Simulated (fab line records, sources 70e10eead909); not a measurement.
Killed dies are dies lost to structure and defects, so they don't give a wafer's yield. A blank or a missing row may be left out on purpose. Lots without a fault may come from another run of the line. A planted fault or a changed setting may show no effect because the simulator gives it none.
fab line records | flow nand_harc
record lots=5 wafers=15 last_day=24
route steps=1159 shown A_SLIT@787
lots that met no fault: from a run of the same line without faults
start_h: hours from the record's first day to the start of the lot's first wafer shown | wait_h: hours since the lot's step before | " the same as in the row above | L1.1+2: a row that stands for several wafers | - no value, or no start given | * or withheld: withheld | < > ~ a bound
route shown NAME@n: a module of which the file shows steps, and the number in the route of the first | usual: mean/standard deviation of fault-free wafers | same: alike in all rows | chamber/n: place in a boat | sites: the reading at each site | _std_site: their standard deviation | _edge_site: outer sites' mean less inner sites' | radius_mm: how far each site lies from the wafer's centre | mask NAME#n: copy n | behind: the tool/chamber that last shaped the wafer | hold: why the lot was held/for how many hours/how that ended | device: the transistor (n, p or np) that didn't switch | end of line: the same wafers' tests at the end of the route | a step without rows: its recipe alone | killed: dies lost to structure and defects at the first sort, not the wafer's yield | map: a wafer's dies, x killed, . not, _ none there
set.NAME: the setting as run; set.NAME@STEP: as run at that earlier step | model.NAME: the simulator's own value behind a step, which no gauge read
lots at some steps of the route; a table a step, a row a wafer
services: from which hour (start_h, from the record's first day; less than 0 if before it) a tool's chamber was out of use, for how many hours, and why
## steps
# step NHARC_A_SLIT_EXPOSE_06
# recipe na=1.35 dose_mj=60.82 mask_id=SLIT
# step NHARC_A_SLIT_PEB_07
# recipe peb_temp_c=100 peb_time_s=65
# step NHARC_A_SLIT_DEVELOP_08
# recipe develop_time_s=35 dev_temp_c=23
# step NHARC_A_SLIT_CD_MEAS_09
# recipe target_cd_nm=300 landing_energy_ev=500
# usual cd_nm=299.9/0.5
# columns lot.wafer tool chamber start_h wait_h cd_nm
L166.1 cd_sem-02 0 336.78 - 299.7
L166.3 " 0 " " 300.0
L166.5 " 0 " " 298.8
L173.1 cd_sem-01 0 381.61 - 299.5
L173.3 " 0 " " 300.3
L173.5 " 0 " " 299.9
L177.2 cd_sem-03 0 410.76 - 298.7
L177.3 " 0 " " 299.0
L177.6 " 0 " " 299.4
L179.1 cd_sem-01 0 428.02 - 300.1
L179.2 " 0 " " 300.3
L179.6 " 0 " " 300.3
L185.1 cd_sem-03 0 457.56 - 299.9
L185.2 " 0 " " 299.9
L185.4 " 0 " " 299.4
# step NHARC_A_SLIT_OVL_MEAS_10
# usual overlay_x_nm=0.3/0.68 overlay_y_nm=0.2/0.9
# columns lot.wafer tool chamber start_h wait_h overlay_x_nm overlay_y_nm
L166.1 overlay-02 - 336.86 - -0.3 0.2
L166.3 " - " " 0.1 0.6
L166.5 " - " " -0.4 0.1
L173.1 overlay-01 - 381.70 - -0.3 -0.4
L173.3 " - " " -0.6 0.2
L173.5 " - " " -0.4 0.2
L177.2 overlay-01 - 410.84 - -0.1 1.3
L177.3 " - " " -0.3 1.2
L177.6 " - " " 0.0 1.8
L179.1 overlay-01 - 428.11 - 1.1 -0.3
L179.2 " - " " 0.8 0.0
L179.6 " - " " 0.7 -0.2
L185.1 overlay-02 - 457.65 - 0.4 1.1
L185.2 " - " " 1.0 1.1
L185.4 " - " " 0.6 0.2
# step NHARC_A_SLIT_INSPECT_11
# usual raw_defect_count=20/9.2
# columns lot.wafer tool chamber start_h wait_h raw_defect_count
L166.1 defect_inspect-01 - 336.90 0.0 12
L166.3 " - " " 29
L166.5 " - " " 15
L173.1 defect_inspect-01 - 381.74 0.0 9
L173.3 " - " " 11
L173.5 " - " " 7
L177.2 defect_inspect-01 - 410.88 0.0 9
L177.3 " - " " 10
L177.6 " - " " 9
L179.1 defect_inspect-01 - 428.15 0.0 22
L179.2 " - " " 20
L179.6 " - " " 22
L185.1 defect_inspect-02 - 457.69 0.0 15
L185.2 " - " " 24
L185.4 " - " " 16
# step NHARC_A_SLIT_DESCUM_14
# recipe time_s=3 o2_flow_sccm=200 ar_flow_sccm=0 bias_power_w=0 chemistry=O2
# step NHARC_A_SLIT_ETCH_24
# recipe target_depth_a=1210 time_s=60.5 cf4_flow_sccm=100 chf3_flow_sccm=30 ar_flow_sccm=0 rf_w=500 bias_w=200 chemistry=CF4/CHF3
# usual drypump_motor_current_A=5.7/0.49 oes_product_au=0.961/0.02 rf_vpp_V=370.2/2 showerhead_plenum_p_Torr=1.56/0.049 throttle_valve_pct=16.802/0.0083
# columns lot.wafer tool chamber start_h wait_h drypump_motor_current_A oes_product_au rf_hours_counter_h rf_vpp_V showerhead_plenum_p_Torr throttle_valve_pct
L166.1 rie_diel-10 2 337.06 0.1 5.8 0.920 11 371.6 1.59 16.815
L166.3 " 3 " " 6.3 0.942 10 373.7 1.57 16.811
L166.5 " 1 " " 5.1 0.951 - 373.9 1.67 16.797
L173.1 rie_diel-10 2 381.89 0.1 5.9 0.971 0 372.4 1.59 16.797
L173.3 " 3 " " 6.3 0.951 1 369.6 1.57 16.791
L173.5 " 2 " " 5.8 0.981 - 371.2 1.59 16.799
L177.3 rie_diel-10 0 411.51 0.5 5.4 0.931 3 368.8 1.56 16.809
L177.2 " 2 " " 5.9 0.934 2 371.7 1.59 16.811
L177.6 " 3 " " 6.3 0.925 - 370.5 1.57 16.798
L179.2 rie_diel-10 0 428.30 0.1 5.4 0.971 4 372.0 1.56 16.790
L179.1 " 2 " " 5.8 0.980 3 371.7 1.59 16.805
L179.6 " 3 " " 6.3 0.969 - 370.6 1.57 16.801
L185.4 rie_diel-01 2 457.84 0.1 6.6 0.959 12 370.8 1.57 16.799
L185.2 " 0 " " 5.2 0.986 12 372.3 1.60 16.808
L185.1 " 1 " " 5.5 0.971 12 368.2 1.51 16.803
# step NHARC_A_SLIT_ETCH_15
# recipe target_depth_a=32000 over_etch_frac=0.3 time_s=832 ion_energy_ev=150 o2_flow_sccm=400 cos_flow_sccm=20 ar_flow_sccm=0 rf_w=500 bias_w=300 chemistry=O2/COS
# usual drypump_motor_current_A=5.6/0.48 o2_flow_sccm=399.9/1.3 oes_product_au=1.004/0.009 rf_vpp_V=313.7/1.7 showerhead_plenum_p_Torr=3.09/0.099 throttle_valve_pct=28.330/0.0094
# columns lot.wafer tool chamber start_h wait_h drypump_motor_current_A o2_flow_sccm oes_product_au rf_hours_counter_h rf_vpp_V showerhead_plenum_p_Torr throttle_valve_pct
L166.1 rie_diel-10 0 - - 5.4 399.6 0.998 11 313.4 3.09 28.327
L166.3 " 1 " " 5.2 401.4 1.000 10 317.9 3.31 28.332
L166.5 " 2 " " 5.9 400.5 0.984 - 313.7 3.15 28.334
L173.1 rie_diel-10 0 - - 5.4 400.2 0.998 1 314.6 3.09 28.325
L173.3 " 2 " " 5.9 400.6 1.000 0 314.1 3.15 28.322
L173.5 " 1 " " 5.1 397.8 1.011 - 317.4 3.31 28.334
L177.3 rie_diel-10 3 - - 6.3 398.9 0.989 3 312.9 3.12 28.319
L177.2 " 0 " " 5.4 400.2 1.001 3 313.6 3.09 28.340
L177.6 " 3 " " 6.3 401.0 0.987 - 313.8 3.12 28.339
L179.1 rie_diel-10 0 - - 5.4 400.6 1.013 5 314.7 3.09 28.348
L179.2 " 1 " " 5.1 400.0 1.007 4 316.3 3.31 28.315
L179.6 " 3 " " 6.3 398.5 1.006 - 314.3 3.11 28.331
L185.4 rie_diel-01 1 - - 5.5 398.6 1.005 12 311.1 2.99 28.323
L185.1 " 2 " " 6.6 398.4 1.005 12 314.3 3.12 28.333
L185.2 " 0 " " 5.2 398.7 1.031 12 315.2 3.17 28.333
# step NHARC_A_SLIT_ETCH_17
# recipe bias_v=900 source_w=withheld pressure_mtorr=20 ar_flow_sccm=375 c4f8_flow_sccm=83.3 o2_flow_sccm=41.7 time_s=1687.5 target_depth_a=1.01e+05 chemistry=C4F8/O2/Ar
# usual drypump_motor_current_A=5.6/0.37 o2_flow_sccm=41.70/0.12 showerhead_plenum_p_Torr=3.60/0.11 throttle_valve_pct=32.045/0.0093
# columns lot.wafer tool chamber start_h wait_h drypump_motor_current_A o2_flow_sccm rf_hours_counter_h showerhead_plenum_p_Torr throttle_valve_pct
L166.1 har_etch-01 0 337.98 - 5.6 41.71 7 3.59 32.039
L166.3 " 1 " " 5.4 41.67 - 3.55 32.044
L166.5 " 1 " " 5.4 41.72 - 3.55 32.050
L173.1 har_etch-01 0 384.99 - 5.6 41.49 26 3.58 32.040
L173.3 " 1 " " 5.5 41.88 - 3.54 32.068
L173.5 " 0 " " 5.6 41.58 - 3.58 32.053
L177.2 har_etch-02 1 412.43 - 5.0 41.70 224 3.81 32.041
L177.3 " 1 " " 5.1 41.72 - 3.81 32.026
L177.6 " 0 " " 6.2 41.58 - 3.49 32.045
L179.2 har_etch-01 0 428.98 - 5.6 41.55 42 3.57 32.047
L179.1 " 1 " " 5.5 41.67 42 3.53 32.047
L179.6 " 1 430.23 - 5.5 41.52 - 3.53 32.032
L185.1 har_etch-01 0 458.52 - 5.6 41.77 58 3.56 32.038
L185.2 " 1 " " 5.5 41.76 58 3.52 32.047
L185.4 " 0 " " 5.6 41.66 - 3.56 32.041
# step NHARC_A_SLIT_ETCH_26
# recipe bias_v=400 source_w=2000 pressure_mtorr=25 time_s=90 ar_flow_sccm=375 c4f8_flow_sccm=41.7 o2_flow_sccm=83.3 target_depth_a=4000 chemistry=C4F8/O2/Ar
# usual drypump_motor_current_A=5.6/0.37 o2_flow_sccm=83.29/0.25 showerhead_plenum_p_Torr=3.63/0.11 throttle_valve_pct=27.619/0.0089
# columns lot.wafer tool chamber start_h wait_h drypump_motor_current_A o2_flow_sccm rf_hours_counter_h showerhead_plenum_p_Torr throttle_valve_pct
L166.1 har_etch-01 0 339.26 1.0 5.6 83.43 8 3.62 27.618
L166.3 " 1 " " 5.5 83.28 - 3.58 27.620
L166.5 " 1 " " 5.5 83.80 - 3.58 27.627
L173.1 har_etch-01 0 386.29 1.0 5.6 83.08 28 3.61 27.613
L173.3 " 1 " " 5.5 83.45 - 3.57 27.626
L173.5 " 0 " " 5.6 83.07 - 3.61 27.612
L177.2 har_etch-02 1 413.71 1.0 5.0 83.28 225 3.85 27.635
L177.3 " 1 " " 5.1 83.06 - 3.85 27.628
L177.6 " 0 " " 6.2 83.65 - 3.52 27.618
L179.2 har_etch-01 0 430.48 1.3 5.6 83.41 43 3.60 27.611
L179.1 " 1 " " 5.4 83.32 43 3.56 27.628
L179.6 " 1 " " 5.5 83.22 - 3.56 27.617
L185.1 har_etch-01 0 460.01 1.2 5.6 82.39 59 3.59 27.609
L185.2 " 1 " " 5.5 83.32 59 3.55 27.618
L185.4 " 0 " " 5.6 82.98 - 3.59 27.614
# step NHARC_A_SLIT_STRIP_28
# recipe o2_flow_sccm=400 cos_flow_sccm=20 ar_flow_sccm=0 bias_w=0 chemistry=O2/COS
# step NHARC_A_SLIT_ETCH_29
# recipe target_depth_a=1000 overetch_a=100 time_s=55 ion_energy_ev=100 cf4_flow_sccm=80 o2_flow_sccm=20 ar_flow_sccm=0 rf_w=300 bias_w=100 chemistry=CF4/O2
# usual drypump_motor_current_A=5.6/0.46 o2_flow_sccm=20.00/0.063 oes_product_au=1.001/0.01 rf_vpp_V=197.3/1.2 showerhead_plenum_p_Torr=1.31/0.043 throttle_valve_pct=13.398/0.0086
# columns lot.wafer tool chamber start_h wait_h drypump_motor_current_A o2_flow_sccm oes_product_au rf_hours_counter_h rf_vpp_V showerhead_plenum_p_Torr throttle_valve_pct
L166.1 rie_diel-03 2 339.85 0.1 4.9 20.06 0.990 7.5 194.9 1.25 13.393
L166.3 " 0 " " 5.3 20.07 1.003 6.7 198.5 1.35 13.386
L166.5 " 2 " " 4.9 20.04 1.007 - 196.8 1.25 13.395
L173.3 rie_diel-01 3 386.91 0.1 5.6 19.95 1.004 5.5 196.6 1.30 13.399
L173.1 " 1 " " 5.5 20.03 0.997 5.2 197.6 1.28 13.412
L173.5 " 3 " " 5.6 19.90 1.009 - 197.0 1.30 13.397
L177.3 rie_diel-10 3 414.29 0.1 6.3 20.07 0.986 3.6 197.4 1.33 13.401
L177.2 " 0 " " 5.4 20.09 1.001 3.8 196.6 1.32 13.398
L177.6 " 3 " " 6.3 20.02 0.989 - 198.5 1.33 13.391
L179.2 rie_diel-01 1 431.10 0.1 5.6 20.03 0.908 8.9 197.1 1.28 13.403
L179.1 " 2 " " 6.6 19.96 0.904 8.2 199.3 1.33 13.398
L179.6 " 0 " " 5.1 19.96 1.021 - 198.3 1.36 13.379
L185.2 rie_diel-03 0 460.63 0.1 5.3 20.00 0.992 4.0 196.8 1.35 13.405
L185.4 " 2 " " 5.0 19.98 0.985 4.8 195.9 1.25 13.404
L185.1 " 3 " " 5.7 20.05 1.022 4.0 197.0 1.30 13.409
# step NHARC_A_SLIT_STRIP_18
# recipe o2_flow_sccm=500 ar_flow_sccm=0 bias_w=0 chemistry=O2
# usual drypump_motor_current_A=5.6/0.47 o2_flow_sccm=499.8/1.5 oes_product_au=1.002/0.0095 rf_vpp_V=57.6/0.92 showerhead_plenum_p_Torr=3.47/0.11 throttle_valve_pct=17.038/0.0093
# columns lot.wafer tool chamber start_h wait_h drypump_motor_current_A o2_flow_sccm oes_product_au rf_hours_counter_h rf_vpp_V showerhead_plenum_p_Torr throttle_valve_pct
L166.1 rie_diel-03 1 - - 5.9 499.0 1.003 6.4 58.1 3.32 17.020
L166.3 " 3 " " 5.7 502.8 1.008 7.3 56.4 3.43 17.020
L166.5 " 2 " " 5.0 499.6 1.012 - 57.4 3.31 17.036
L173.3 rie_diel-01 3 - - 5.6 499.2 1.009 5.6 56.8 3.43 17.033
L173.1 " 0 " " 5.2 499.6 1.015 6.0 57.3 3.59 17.047
L173.5 " 3 " " 5.5 498.7 1.008 - 57.9 3.43 17.040
L177.2 rie_diel-10 1 - - 5.2 501.5 0.997 3.5 57.8 3.74 17.020
L177.3 " 2 " " 5.9 497.5 1.009 2.7 57.5 3.56 17.054
L177.6 " 1 " " 5.2 501.5 0.995 - 57.2 3.74 17.051
L179.1 rie_diel-01 3 - - 5.5 499.9 1.012 8.2 57.1 3.43 17.053
L179.2 " 0 " " 5.2 502.4 1.013 9.0 56.8 3.59 17.030
L179.6 " 3 " " 5.6 499.0 1.002 - 56.6 3.43 17.053
L185.4 rie_diel-03 3 - - 5.7 501.3 1.003 4.0 56.8 3.43 17.037
L185.1 " 1 " " 5.9 499.0 1.012 4.5 58.5 3.32 17.054
L185.2 " 2 " " 5.0 498.5 0.997 4.8 57.3 3.30 17.018
## services
# columns tool chamber start_h hours kind
rie_diel-01 - 314.80 9.0 pm
rie_diel-10 - 329.36 0.2 repair
rie_diel-10 0 332.64 - clean
rie_diel-10 1 332.64 - clean
rie_diel-10 2 332.64 - clean
rie_diel-10 3 332.64 - clean
rie_diel-10 - 353.50 9.0 pm
rie_diel-10 0 353.50 9.0 vent_cycle
rie_diel-10 1 353.50 9.0 vent_cycle
rie_diel-10 2 353.50 9.0 vent_cycle
rie_diel-10 3 353.50 15.6 vent_cycle
rie_diel-10 0 362.50 - clean
rie_diel-10 1 362.50 - clean
rie_diel-10 2 362.50 - clean
rie_diel-10 1 370.58 2.2 repair
rie_diel-10 2 371.28 6.9 repair
rie_diel-01 3 382.26 3.8 repair
rie_diel-10 0 387.00 - clean
rie_diel-10 1 387.00 - clean
rie_diel-10 2 387.00 - clean
rie_diel-03 - 392.30 9.0 pm
rie_diel-01 0 395.84 10.0 repair
rie_diel-01 - 399.08 0.2 repair
rie_diel-03 3 411.44 4.4 repair
## key
first_sign step=NHARC_A_SLIT_ETCH_29 reading=oes_product_au direction=down sigmas=9.3 usual=1.001 struck=0.906
effect none on later readings
met_at NHARC_A_SLIT_ETCH_29
struck_wafers L179.1,L179.2
later_rows_left_out L179.1,L179.2
sort_left_out L179.1,L179.2
tester_left_out L179
onset_between 386.91 431.10
fault kind=process_parameter_drift tool=rie_diel-01 chamber=- onset_h=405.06 steps=NHARC_A_SLIT_ETCH_29 channel=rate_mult offset=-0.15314 shape=step end_h=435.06 scope=struck_wafers_only
# tester_left_out: of these lots the tester's yield and bins aren't shown, on N5 and GAA mostly nor the transistor test; their killed dies are dies lost to structure and defects alone, not to doping, threshold or leakage, so they don't give the yield
# sort_left_out: the simulated sort isn't trusted on such a fault, so these wafers' sort isn't shown, and their yield isn't known
# later_rows_left_out: the simulator's readings of these wafers behind a module that went badly wrong aren't trusted and aren't shown, but for the sort
